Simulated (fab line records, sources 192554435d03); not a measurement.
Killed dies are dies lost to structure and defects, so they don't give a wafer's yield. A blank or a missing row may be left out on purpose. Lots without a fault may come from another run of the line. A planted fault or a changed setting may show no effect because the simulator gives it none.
Split-lot experiment | flow n5_finfet | 7 lots, 21 wafers read, on a route of 1938 steps

THE SPLIT
At N5_BEOL_M2_ETCH_69 (etches SiARC in CF4, target depth 15.6 nm, time 26 s), the setting bias_w was moved away from the recipe's 36 W on 5 of the 21 wafers read, by -6.3% to +9.3%. The other wafers ran this setting at the recipe's value.

The reading is taken at the split's own step.

THE READING
rf_vpp_V, in V, at N5_BEOL_M2_ETCH_69 (etches SiARC in CF4, target depth 15.6 nm, time 26 s). Fault-free wafers of this fab line usually give 184.2 V, standard deviation 1 V.

wafer  | tool, chamber at the split | bias_w as run, W | against the recipe | rf_vpp_V, V | against lot-mates on the recipe
L074.2 | rie_diel-04, 0             | 36               | recipe             | 183.2       | -
L074.4 | rie_diel-04, 2             | 36               | recipe             | 183.6       | -
L074.6 | rie_diel-04, 0             | 36               | recipe             | 186.0       | -
L076.1 | rie_diel-04, 2             | 39.34            | +9.3%              | 195.3       | +9.9
L076.4 | rie_diel-04, 3             | 36               | recipe             | 185.5       | -
L076.6 | rie_diel-04, 3             | 36               | recipe             | 185.4       | -
L080.1 | rie_diel-04, 2             | 36               | recipe             | 183.9       | -
L080.4 | rie_diel-04, 3             | 36               | recipe             | 185.1       | -
L080.5 | rie_diel-04, 2             | 36               | recipe             | 184.9       | -
L083.1 | rie_diel-01, 1             | 38.74            | +7.6%              | 192.7       | +7.7
L083.3 | rie_diel-01, 3             | 36               | recipe             | 184.7       | -
L083.5 | rie_diel-01, 1             | 36               | recipe             | 185.3       | -
L089.1 | rie_diel-04, 1             | 33.74            | -6.3%              | 175.6       | no lot-mate on the recipe
L089.3 | rie_diel-04, 0             | 33.74            | -6.3%              | 176.2       | no lot-mate on the recipe
L089.5 | rie_diel-04, 2             | 33.74            | -6.3%              | 175.9       | no lot-mate on the recipe
L096.3 | rie_diel-05, 0             | 36               | recipe             | 185.1       | -
L096.5 | rie_diel-05, 2             | 36               | recipe             | 185.0       | -
L096.6 | rie_diel-05, 1             | 36               | recipe             | 184.8       | -
L097.1 | rie_diel-01, 2             | 36               | recipe             | 184.6       | -
L097.2 | rie_diel-01, 0             | 36               | recipe             | 183.2       | -
L097.5 | rie_diel-01, 1             | 36               | recipe             | 183.7       | -

THE FIT
A straight line over all 21 wafers: rf_vpp_V changes by +1.24 V for each +1% of bias_w; r = +0.98; the points scatter about the line by 0.89 V.
The same after taking each lot's own level away (the mean of its wafers on the recipe; 18 wafers): +1.04 V for each +1%; r = +0.98; scatter 0.65 V.
On that fit, the largest move of bias_w shifts the reading by 9.7 V.
The lots' own levels span 183.83 to 185.45 V, that is 1.6 times the standard deviation above.
So the lot-to-lot level changes the slope: the two fits differ.
Check: with one of the wafers moved furthest among these (+9.3%) left out of the fit, the line predicts +9.39 V for it against its lot-mates. It came out at +9.85 V against them.
Tool readings at the split's step, against how far the setting was moved: rf_vpp_V r = +0.98.

OTHER SPLITS ON THESE WAFERS
These wafers also went through other splits before the reading. Each is held against what the fit with the lots' levels taken away leaves over:
other split on the same wafers  | wafers away from the commonest value | r with rf_vpp_V (lot level and that fit taken away)
N5_BEOL_M0_SAQP_PECVD_03 time_s | 5                                    | +0.11
N5_BEOL_M0_ETCH_109 bias_w      | 5                                    | -0.01
N5_BEOL_M1_ILD_DEP_00 time_s    | 4                                    | -0.18
N5_BEOL_M1_EXPOSE_08 dose_mj    | 5                                    | -0.19
N5_BEOL_M2_ILD_DEP_00 time_s    | 3                                    | -0.04
N5_BEOL_M2_COAT_73 spin_rpm     | 8                                    | +0.02

THE FILE'S OWN FIT
rf_vpp_V changes by +1.04 V for each +1% of bias_w, r = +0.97.
